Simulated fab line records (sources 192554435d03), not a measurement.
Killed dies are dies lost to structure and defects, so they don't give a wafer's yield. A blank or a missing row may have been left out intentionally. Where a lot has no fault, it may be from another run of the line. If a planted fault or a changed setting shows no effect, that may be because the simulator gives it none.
Which tool is to blame? | flow n5 finfet | 72 wafers from 24 lots sampled at 6 of the route's 1938 steps

## WHAT EACH GAUGE READ, for each wafer
N5_BEOL_M11_OVL_MEAS_12.
lot  | measured     | on         | M11_OVL (nm)
L075 | day 11 08:51 | overlay-02 | -0.1 0.8 0.3
L074 | day 11 08:49 | overlay-01 | 0.2 0.0 0.4
L076 | day 11 13:49 | overlay-02 | 0.7 0.3 0.2
L078 | day 12 09:29 | overlay-02 | 0.3 1.9 1.2
L077 | day 12 15:57 | overlay-01 | -0.6 -0.6 0.0
L079 | day 13 07:55 | overlay-01 | 0.0 0.2 -0.1
L080 | day 13 12:33 | overlay-01 | 0.2 0.4 2.1
L081 | day 13 12:10 | overlay-02 | 0.7 0.6 -0.4
L082 | day 13 21:52 | overlay-02 | -0.7 -1.6 0.3
L083 | day 14 23:10 | overlay-01 | -1.4 -1.1 -1.7
L085 | day 15 14:45 | overlay-02 | 0.7 1.4 -0.4
L084 | day 15 14:55 | overlay-02 | -0.2 -1.2 -0.1
L088 | day 15 17:59 | overlay-01 | 1.3 -0.4 -0.2
L086 | day 16 02:22 | overlay-02 | -0.9 -1.0 -1.1
L087 | day 16 02:44 | overlay-01 | 1.5 0.4 1.4
L089 | day 16 07:54 | overlay-01 | -0.6 -0.4 -0.5
L092 | day 16 09:40 | overlay-02 | -0.8 0.0 -0.3
L090 | day 16 14:58 | overlay-02 | 0.3 -0.2 0.6
L091 | day 16 19:37 | overlay-02 | -0.2 0.1 0.7
L094 | day 17 00:55 | overlay-02 | -1.5 0.1 -0.1
L093 | day 17 02:23 | overlay-02 | -0.2 0.5 1.0
L095 | day 17 10:41 | overlay-01 | 0.3 1.1 0.7
L096 | day 17 09:40 | overlay-01 | 1.0 -0.2 0.4
L097 | day 18 14:14 | overlay-02 | 1.1 0.5 0.5

## WHAT TOOL EACH LOT RAN ON (gives the tool, then ch and the chambers of the sampled wafers, and finally the start)
lot  | N5_BEOL_M9_VIA_ETCH_34             | N5_BEOL_M9_CURE_72            | N5_BEOL_M9_DEGAS_44          | N5_BEOL_M9_SURFACE_TREAT_79  | N5_BEOL_M11_HM_DEP_02
L075 | rie diel-02 ch 2,3, day 10 20:10   | uv cure-03 ch 0, day 10 20:41 | pvd sputter-03, day 10 21:12 | pvd sputter-03, day 10 21:40 | pvd sputter-01, day 11 08:27
L074 | rie diel-05 ch 0,3, day 10 20:19   | uv cure-03 ch 2, day 10 20:59 | pvd sputter-03, day 10 21:22 | pvd sputter-03, day 10 22:13 | pvd sputter-03, day 11 08:25
L076 | rie diel-05 ch 1,2,3, day 11 03:25 | uv cure-03 ch 2, day 11 03:59 | pvd sputter-02, day 11 04:22 | pvd sputter-03, day 11 04:48 | pvd sputter-03, day 11 13:25
L078 | rie diel-03 ch 0,1,2, day 11 20:04 | uv cure-02 ch 0, day 11 20:32 | pvd sputter-03, day 11 21:08 | pvd sputter-02, day 11 21:35 | pvd sputter-02, day 12 08:55
L077 | rie diel-03 ch 0,2,3, day 12 04:16 | uv cure-03 ch 1, day 12 04:44 | pvd sputter-02, day 12 05:17 | pvd sputter-03, day 12 05:47 | pvd sputter-01, day 12 15:26
L079 | rie diel-05 ch 0,1,2, day 12 17:59 | uv cure-02 ch 2, day 12 18:27 | pvd sputter-03, day 12 18:49 | pvd sputter-01, day 12 19:12 | pvd sputter-03, day 13 07:23
L080 | rie diel-02 ch 0,2,3, day 12 22:47 | uv cure-01 ch 0, day 12 23:16 | pvd sputter-02, day 12 23:53 | pvd sputter-02, day 13 00:18 | pvd sputter-03, day 13 12:09
L081 | rie diel-05 ch 0,1, day 12 23:03   | uv cure-02 ch 2, day 12 23:34 | pvd sputter-01, day 12 23:59 | pvd sputter-02, day 13 00:26 | pvd sputter-01, day 13 11:46
L082 | rie diel-05 ch 0,1,3, day 13 05:39 | uv cure-02 ch 2, day 13 06:13 | pvd sputter-03, day 13 06:33 | pvd sputter-03, day 13 07:04 | pvd sputter-01, day 13 21:20
L083 | rie diel-03 ch 0,1,2, day 14 05:43 | uv cure-01 ch 0, day 14 06:11 | pvd sputter-01, day 14 06:40 | pvd sputter-03, day 14 07:03 | pvd sputter-01, day 14 22:38
L085 | rie diel-05 ch 2,3, day 15 01:58   | uv cure-03 ch 1, day 15 02:32 | pvd sputter-03, day 15 03:00 | pvd sputter-03, day 15 03:29 | pvd sputter-01, day 15 14:14
L084 | rie diel-02 ch 1,2, day 15 02:08   | uv cure-02 ch 1, day 15 02:43 | pvd sputter-03, day 15 03:05 | pvd sputter-03, day 15 03:31 | pvd sputter-03, day 15 14:19
L088 | rie diel-02 ch 0,2,3, day 15 08:37 | uv cure-01 ch 0, day 15 09:05 | pvd sputter-03, day 15 09:29 | pvd sputter-02, day 15 09:58 | pvd sputter-01, day 15 17:28
L086 | rie diel-03 ch 1,3, day 15 10:53   | uv cure-03 ch 2, day 15 11:50 | pvd sputter-01, day 15 12:08 | pvd sputter-03, day 15 13:41 | pvd sputter-03, day 16 01:57
L087 | rie diel-02 ch 1,2,3, day 15 10:58 | uv cure-03 ch 1, day 15 12:23 | pvd sputter-03, day 15 13:48 | pvd sputter-01, day 15 14:11 | pvd sputter-03, day 16 02:12
L089 | rie diel-02 ch 2,3, day 15 13:45   | uv cure-03 ch 0, day 15 14:39 | pvd sputter-01, day 15 14:58 | pvd sputter-03, day 15 15:36 | pvd sputter-01, day 16 07:22
L092 | rie diel-03 ch 0,1,2, day 15 21:00 | uv cure-03 ch 0, day 15 21:35 | pvd sputter-03, day 15 21:48 | pvd sputter-01, day 15 22:13 | pvd sputter-02, day 16 09:16
L090 | rie diel-03 ch 2,3, day 15 21:26   | uv cure-03 ch 0, day 15 22:32 | pvd sputter-01, day 15 22:53 | pvd sputter-01, day 15 23:22 | pvd sputter-01, day 16 14:34
L091 | rie diel-03 ch 1,2,3, day 16 07:11 | uv cure-01 ch 1, day 16 07:46 | pvd sputter-01, day 16 08:17 | pvd sputter-01, day 16 08:46 | pvd sputter-01, day 16 19:05
L094 | rie diel-03 ch 1,2, day 16 10:30   | uv cure-02 ch 2, day 16 10:58 | pvd sputter-03, day 16 11:40 | pvd sputter-03, day 16 12:08 | pvd sputter-03, day 17 00:31
L093 | rie diel-02 ch 1,2, day 16 13:59   | uv cure-03 ch 2, day 16 14:32 | pvd sputter-02, day 16 14:56 | pvd sputter-01, day 16 15:23 | pvd sputter-02, day 17 01:52
L095 | rie diel-03 ch 0,2, day 16 18:03   | uv cure-03 ch 1, day 16 18:35 | pvd sputter-01, day 16 19:21 | pvd sputter-02, day 16 21:32 | pvd sputter-01, day 17 10:10
L096 | rie diel-03 ch 1,2,3, day 16 18:34 | uv cure-02 ch 0, day 16 19:02 | pvd sputter-02, day 16 19:37 | pvd sputter-02, day 16 21:44 | pvd sputter-02, day 17 09:16
L097 | rie diel-03 ch 0,1,3, day 18 00:45 | uv cure-01 ch 1, day 18 01:13 | pvd sputter-03, day 18 01:56 | pvd sputter-03, day 18 02:23 | pvd sputter-01, day 18 13:50
- N5_BEOL_M9_VIA_ETCH_34: etches SiCOH lowk in C4F6/O2, target depth 182.4 nm, time 68.4 s.
- N5_BEOL_M9_CURE_72: cures SiCOH lowk, time 120 s.
- N5_BEOL_M9_DEGAS_44: time 60 s.
- N5_BEOL_M9_SURFACE_TREAT_79
- N5_BEOL_M11_HM_DEP_02: deposits TiN, target thk 20 nm.

## WHAT THE TOOLS THEMSELVES READ (means of the sampled wafers that have a number; where no wafer has one, the mark that the record gives instead)
N5_BEOL_M9_VIA_ETCH_34.
lot  | tool        | drypump motor current A (A) | oes product au (a.u.) | rf vpp V (V) | showerhead plenum p Torr (Torr) | throttle valve pct (%)
L075 | rie diel-02 | 5.7                         | 0.72                  | 671          | 2.85                            | 20.73
L074 | rie diel-05 | 5.4                         | 0.86                  | 668          | 2.83                            | 20.81
L076 | rie diel-05 | 5.4                         | 0.84                  | 681          | 2.99                            | 20.80
L078 | rie diel-03 | 5.7                         | 0.87                  | 675          | 2.87                            | 20.58
L077 | rie diel-03 | 5.3                         | 0.83                  | 682          | 2.90                            | 20.71
L079 | rie diel-05 | 5.5                         | 0.90                  | 673          | 2.94                            | 20.74
L080 | rie diel-02 | 5.5                         | 0.79                  | 670          | 2.84                            | 20.63
L081 | rie diel-05 | 5.5                         | 0.88                  | 666          | 2.86                            | 20.77
L082 | rie diel-05 | 5.3                         | 0.92                  | 674          | 2.90                            | 20.72
L083 | rie diel-03 | 5.7                         | 0.83                  | 674          | 2.86                            | 20.59
L085 | rie diel-05 | 5.4                         | 0.94                  | 680          | 2.98                            | 20.69
L084 | rie diel-02 | 6.1                         | 0.71                  | 671          | 2.79                            | 20.95
L088 | rie diel-02 | 5.5                         | 0.77                  | 671          | 2.83                            | 20.65
L086 | rie diel-03 | 5.6                         | 0.80                  | 679          | 2.86                            | 20.76
L087 | rie diel-02 | 6.0                         | 0.69                  | 669          | 2.78                            | 20.95
L089 | rie diel-02 | 5.9                         | 0.68                  | 667          | 2.77                            | 20.93
L092 | rie diel-03 | 5.7                         | 0.81                  | 674          | 2.86                            | 20.61
L090 | rie diel-03 | 5.5                         | 0.85                  | 679          | 2.88                            | 20.59
L091 | rie diel-03 | 5.7                         | 0.83                  | 676          | 2.85                            | 20.62
L094 | rie diel-03 | 5.9                         | 0.87                  | 672          | 2.85                            | 20.47
L093 | rie diel-02 | 5.8                         | 0.68                  | 671          | 2.84                            | 20.81
L095 | rie diel-03 | 5.3                         | 0.97                  | 681          | 2.89                            | 20.46
L096 | rie diel-03 | 5.7                         | 0.84                  | 675          | 2.85                            | 20.62
L097 | rie diel-03 | 5.5                         | 0.85                  | 678          | 2.85                            | 20.64

N5_BEOL_M9_CURE_72.
lot  | tool       | lamp power pct (%) | wafer_temp_C_max
L075 | uv cure-03 | 52.33              | 371.5
L074 | uv cure-03 | 52.37              | 372.3
L076 | uv cure-03 | 52.29              | 371.9
L078 | uv cure-02 | 52.29              | 371.8
L077 | uv cure-03 | 52.36              | 372.5
L079 | uv cure-02 | 52.25              | 373.3
L080 | uv cure-01 | 52.32              | 371.7
L081 | uv cure-02 | 52.28              | 372.7
L082 | uv cure-02 | 52.31              | 372.0
L083 | uv cure-01 | 52.31              | 371.7
L085 | uv cure-03 | 52.27              | 372.0
L084 | uv cure-02 | 52.34              | 371.9
L088 | uv cure-01 | 52.36              | 371.4
L086 | uv cure-03 | 52.25              | 372.5
L087 | uv cure-03 | 52.30              | 372.5
L089 | uv cure-03 | 52.32              | 371.3
L092 | uv cure-03 | 52.31              | 371.3
L090 | uv cure-03 | 52.31              | 371.5
L091 | uv cure-01 | 52.30              | 372.6
L094 | uv cure-02 | 52.33              | 372.0
L093 | uv cure-03 | 52.28              | 372.2
L095 | uv cure-03 | 52.33              | 372.1
L096 | uv cure-02 | 52.30              | 371.6
L097 | uv cure-01 | 52.40              | 372.3

N5_BEOL_M9_DEGAS_44.
lot  | tool           | heater power w (W) | susceptor temp C (C)
L075 | pvd sputter-03 | 306                | 249.94
L074 | pvd sputter-03 | 317                | 250.13
L076 | pvd sputter-02 | 357                | 250.03
L078 | pvd sputter-03 | 313                | 250.20
L077 | pvd sputter-02 | 368                | 250.12
L079 | pvd sputter-03 | 356                | 250.00
L080 | pvd sputter-02 | 357                | 250.14
L081 | pvd sputter-01 | 315                | 250.10
L082 | pvd sputter-03 | 317                | 250.02
L083 | pvd sputter-01 | 314                | 250.08
L085 | pvd sputter-03 | 343                | 250.10
L084 | pvd sputter-03 | 338                | 249.93
L088 | pvd sputter-03 | 306                | 250.16
L086 | pvd sputter-01 | 341                | 250.06
L087 | pvd sputter-03 | 370                | 250.05
L089 | pvd sputter-01 | 323                | 249.83
L092 | pvd sputter-03 | 352                | 250.05
L090 | pvd sputter-01 | 324                | 249.99
L091 | pvd sputter-01 | 317                | 249.94
L094 | pvd sputter-03 | 342                | 249.93
L093 | pvd sputter-02 | 350                | 249.95
L095 | pvd sputter-01 | 335                | 250.03
L096 | pvd sputter-02 | 349                | 249.83
L097 | pvd sputter-03 | 339                | 249.86

N5_BEOL_M11_HM_DEP_02.
lot  | tool           | susceptor temp C (C) | throttle valve pct (%)
L075 | pvd sputter-01 | 24.93                | 30.0
L074 | pvd sputter-03 | 25.02                | 29.6
L076 | pvd sputter-03 | 25.03                | 29.9
L078 | pvd sputter-02 | 24.89                | 29.3
L077 | pvd sputter-01 | 25.02                | 29.8
L079 | pvd sputter-03 | 25.13                | 29.8
L080 | pvd sputter-03 | 24.96                | 29.3
L081 | pvd sputter-01 | 24.97                | 30.0
L082 | pvd sputter-01 | 24.99                | 29.4
L083 | pvd sputter-01 | 25.00                | 29.7
L085 | pvd sputter-01 | 24.93                | 29.5
L084 | pvd sputter-03 | 24.96                | 29.6
L088 | pvd sputter-01 | 25.02                | 30.9
L086 | pvd sputter-03 | 25.02                | 29.8
L087 | pvd sputter-03 | 24.99                | 29.7
L089 | pvd sputter-01 | 25.14                | 29.5
L092 | pvd sputter-02 | 25.00                | 29.7
L090 | pvd sputter-01 | 24.85                | 29.3
L091 | pvd sputter-01 | 24.87                | 30.6
L094 | pvd sputter-03 | 25.03                | 29.9
L093 | pvd sputter-02 | 25.03                | 29.5
L095 | pvd sputter-01 | 24.97                | 29.8
L096 | pvd sputter-02 | 24.88                | 29.9
L097 | pvd sputter-01 | 24.97                | 29.6

## THE ANSWER, worked out from the rows above alone
Rule: the lots themselves supply what counts as usual. The widest of any qualifying gaps counts: lots, ordered by their means at a reading, are off when they make up no more than a third of the lots, leave a main group of 4 or more, and stand apart from it by 3 or more times the standard deviation of that group's means. The tables above print the reading to a certain number of digits; a main group whose means all agree to those digits is not used. A lot without any number at a reading at which 4 lots or more have one is off too. All remaining lots with rows at the step are treated as sound. First the gauges in route order, then the tools' own readings, where a lot's mean is used as printed above. At the first step where some lot is off, the reading lying furthest off is the one used; lots without a number count as furthest.
Across all readings shown, no lot is off: no conclusion can be drawn from this.

## WHAT HAD BEEN PUT IN BY THE SIMULATOR
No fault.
